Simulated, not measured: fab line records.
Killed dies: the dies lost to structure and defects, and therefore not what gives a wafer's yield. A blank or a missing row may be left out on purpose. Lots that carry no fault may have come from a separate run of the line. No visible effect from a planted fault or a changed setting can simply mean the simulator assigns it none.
Chamber matching ; flow nand-harc ; rie-diel-10 running NHARC_A_CONTACT_ETCH_92: 4 sister chambers
The step etches the open film in CH3F/O2, target depth 40 nm, time 85.7 s. 4 wafers are shown with their chamber, then 7 later ones without.

== WAFERS WITH THEIR CHAMBER ==
wafer;chamber;showerhead-plenum-p-Torr (Torr)
L582.2;1;2.44
L582.3;3;2.61
L588.3;2;2.53
L588.5;0;2.58

== WAFERS MISSING THEIR CHAMBER ==
wafer;showerhead-plenum-p-Torr (Torr)
L588.6;2.44
L590.1;2.58
L590.2;2.60
L590.4;2.44
L589.1;2.53
L589.4;2.58
L589.6;2.44

== THE CHAMBER EACH PASSED THROUGH ==
wafer;from the rows above;in truth
L588.6;1;1
L590.1;0;0
L590.2;3;3
L590.4;1;1
L589.1;2;2
L589.4;0;0
L589.6;1;1
Correct placement for 7 of the 7. From these rows, 0 cannot be placed. Placed wrongly: 0.
How it was worked out, from the rows above alone: a wafer's distance from a chamber is the root of the sum, over the readings, of the square of ((its reading less the chamber's mean) divided by the reading's scatter). The wafer belongs to the nearest chamber; if the next one is less than 2 further off, it can't be placed. The mean given for a chamber averages the wafers shown for that chamber. The scatter (one wafer shown for each chamber): square how far every hidden wafer sits from the nearest shown wafer, average those squares and take the square root.
